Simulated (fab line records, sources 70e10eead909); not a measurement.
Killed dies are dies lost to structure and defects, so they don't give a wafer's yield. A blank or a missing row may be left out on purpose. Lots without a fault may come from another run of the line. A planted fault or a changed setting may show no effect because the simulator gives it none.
A struck lot beside a sound one | flow nand_harc | 14 steps out of a route of 1302
Sound: wafers L166.3, L166.4, L166.6. Struck: wafers L165.2, L165.3, L165.6. The cause comes at the end.
At each step with rows: each side's tool, then ch and its chambers, then its first start. Under that, the readings that differ: sound wafers | struck wafers | difference of the means | sigmas: that difference in standard deviations of wafers without a fault.
alike: readings whose means differ by less than 2 such deviations, and words and numbers that are the same on both sides. not compared: withheld readings, readings that some wafer has no value for, bounds like >300 that may hide the same value, and numbers for which the record gives no deviation and whose values overlap.
The two part at a step that has a row with sigmas, a row that says differs or no value, or rows on one side only. Numbers that don't overlap but have no deviation are shown without sigmas and don't part them. A reading that every wafer of one side lacks parts them only if that side has two wafers or more.

first, 3 steps without rows for these wafers: NHARC_A_STAIRCASE_STRIP_447 (strips in SPM, time 900 s); NHARC_A_STAIRCASE_PRECLEAN_448 (cleans in SC1); NHARC_A_STAIRCASE_SRD_449.
NHARC_A_STAIRCASE_CMP_450: polishes SiO2, target thk 200 nm.
  sound on cmp-02 ch 0,1,2, day 23 15:11; struck on cmp-02 ch 0,1, day 23 16:29
  alike: motor_current_A
then, 3 steps without rows for these wafers: NHARC_A_STAIRCASE_CMP_152 (polishes); NHARC_A_STAIRCASE_SRD_154; NHARC_A_STAIRCASE_ETCH_403 (etches SiO2 in dHF, target depth 108.2 nm).
NHARC_A_STAIRCASE_ETCHBACK_422: etches the open film in CH3F/O2, target depth 40 nm, time 74.286 s.
  sound on rie_diel-12 ch 1,2,3, day 23 15:46; struck on rie_diel-09 ch 1,2, day 23 17:02
  alike: drypump_motor_current_A, oes_product_au, rf_vpp_V, showerhead_plenum_p_Torr, throttle_valve_pct
  not compared: rf_hours_counter_h
then, 1 step without rows for these wafers: NHARC_A_STAIRCASE_ETCH_423 (etches SiO2 in dHF, target depth 30 nm).
NHARC_A_STAIRCASE_ETCHBACK_157: etches the open film in CH3F/O2, target depth 90 nm, time 167.14 s.
  sound on rie_diel-09 ch 1,2, day 23 16:07; struck on rie_diel-12 ch 1,2,3, day 23 17:30
  alike: drypump_motor_current_A, oes_product_au, rf_vpp_V, showerhead_plenum_p_Torr, throttle_valve_pct
  not compared: rf_hours_counter_h
NHARC_A_STAIRCASE_STRIP_475: strips in O2, time 20 s.
  sound on rie_diel-09 ch 0,3; struck on rie_diel-12 ch 0,2,3
  alike: drypump_motor_current_A, oes_product_au, rf_vpp_V, showerhead_plenum_p_Torr, throttle_valve_pct
  not compared: rf_hours_counter_h
NHARC_A_STAIRCASE_DEP_471: deposits SiO2, target thk 100 nm.
  sound on pecvd-04 ch 0,1, day 23 16:34; struck on pecvd-02 ch 0,2, day 23 17:46
  reading            | sound             | struck            | difference | sigmas
  rf_fwd_power_W (W) | 898.5 899.3 900.6 | 758.7 751.8 755.0 | -144.3     | -52
  alike: heater_power_w, throttle_valve_pct
  not compared: since_wet_clean_h
NHARC_A_STAIRCASE_CMP_472: polishes SiO2.
  sound on cmp-04 ch 1,3, day 23 16:47; struck on cmp-01 ch 0,3, day 23 18:01
  alike: motor_current_A
-- the record jumps here: 5 days lie between the struck wafers' starts before and after (it left off in module A_STAIRCASE and takes up again in module END, whose first step shown is number 1302 of the route) --
NHARC_END_SORT_01:
  sound on prober-02 ch 0, day 29 03:02; struck on prober-01 ch 0, day 29 02:12
  alike: killed_at_array, killed_at_other, killed_at_periphery, killed_dies, killed_open, killed_short

WHERE THEY PART
Only at NHARC_A_STAIRCASE_DEP_471, within this record. Later steps at which nothing parts them and some readings are alike: NHARC_A_STAIRCASE_CMP_472, NHARC_END_SORT_01.

WHY: what the simulator had put in
Process parameter drift: pecvd-02, from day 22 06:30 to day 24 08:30, at NHARC_A_STAIRCASE_DEP_471. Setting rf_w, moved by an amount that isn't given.
